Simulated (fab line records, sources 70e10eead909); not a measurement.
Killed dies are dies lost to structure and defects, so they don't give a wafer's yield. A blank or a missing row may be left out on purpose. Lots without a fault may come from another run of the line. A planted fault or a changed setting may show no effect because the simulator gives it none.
Problem report in the 8D (eight disciplines) form, filled by code | flow nand_harc | the parts of the form that need people (team, actions taken, sign-off) are left out

1. THE PROBLEM
killed_at_periphery at NHARC_END_SORT_01 reads a mean of 99.0 on 1 wafer of 1 lot; wafers without a fault read 3.4 with a standard deviation of 2.4. That is +40 standard deviations from the usual mean.
First seen on wafer L936.4, day 24 10:33, on prober-02. The record holds 1 wafer of 1 lot with a number at this step. Rule for "out", or "out of limits": more than 4 standard deviations from the usual mean. The other wafers with a number count as sound.

2. WHAT IT IS AND WHAT IT IS NOT
question                    | is                                                                                                                  | is not
which readings at this step | killed_at_periphery, defect_limited_yield, killed_dies, sort_bin_2_pct, sort_bin_3_pct, sort_n_pass, sort_yield_pct | killed_at_array, killed_at_other, killed_open, killed_short, sort_bin_4_pct, sort_rim_yield_pct
which lots                  | L936                                                                                                                | -
which wafers of those lots  | all that have a number                                                                                              | -
read on which gauges        | prober-02                                                                                                           | -
when                        | from day 24 10:33                                                                                                   | up to then (0 sound wafers)

3. SUSPECTS, AND WHAT RULES EACH OUT
Counting: a tool at a process step up to the reading stays a suspect if it ran every lot that is out and no sound lot after the first of them.
- the gauge at NHARC_END_SORT_01: kept. All the wafers that are out were read on prober-02, and no step on other tools shows them out.
- rie_diel-07 at NHARC_P_M1_ETCH_15 (etches the open film in C4F8/Ar, target depth 182.5 nm, time 91.2 s): kept. It ran the lot that is out, L936 (day 8 04:48), and no sound lot after that.
- cmp-03 at NHARC_P_M1_CMP_23 (polishes, t overpolish 20 s, target thk 157.82 nm): kept. It ran the lot that is out, L936 (day 8 06:46), and no sound lot after that.
Left after counting: rie_diel-07 at NHARC_P_M1_ETCH_15, cmp-03 at NHARC_P_M1_CMP_23, prober-02 at NHARC_END_SORT_01.

4. THE CAUSE (what the simulator had put in)
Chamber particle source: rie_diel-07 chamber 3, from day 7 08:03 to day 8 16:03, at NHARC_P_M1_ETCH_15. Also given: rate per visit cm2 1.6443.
Counting left 3 suspects, and this tool is among them.

5. THE CHAIN OF EFFECTS, in route order
Each row: a reading whose mean over the struck wafers that have a number lies more than 3 standard deviations from the usual. Only readings for which the record gives a usual standard deviation are gone through. hours: the time from each lot's start at the first step in this table that gives one to its start at this step, as a median over the lots. sigmas: the change in usual standard deviations.
hours | step              | reading              | usual  | on struck wafers | change | sigmas
0     | NHARC_END_SORT_01 | defect_limited_yield | 95.6 % | 83.9             | -11.7  | -7.3
0     | NHARC_END_SORT_01 | killed_at_periphery  | 3.4    | 99.0             | +95.6  | +40
0     | NHARC_END_SORT_01 | killed_dies          | 29     | 109              | +80    | +7.3
0     | NHARC_END_SORT_01 | sort_bin_2_pct       | 1.3 %  | 5.8              | +4.5   | +7.1
0     | NHARC_END_SORT_01 | sort_bin_3_pct       | 0.20 % | 5.61             | +5.41  | +30
0     | NHARC_END_SORT_01 | sort_n_pass          | 648    | 568              | -80    | -7.3
0     | NHARC_END_SORT_01 | sort_yield_pct       | 95.6 % | 83.9             | -11.7  | -7.3

6. WHAT WOULD HAVE CAUGHT IT SOONER
In this record the first reading out of limits at a measuring or inspecting step was taken at day 24 10:33, 410 hours after the fault began at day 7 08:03.
Of the tool readings at NHARC_P_M1_ETCH_15 for which the record gives a usual standard deviation, none was out on any struck wafer, so an alarm limit of 4 standard deviations on them would not have fired.
All the lots that are out (1) had begun NHARC_P_M1_ETCH_15 on rie_diel-07 by day 24 10:33. A hold on the tool at that time would have spared none of them.
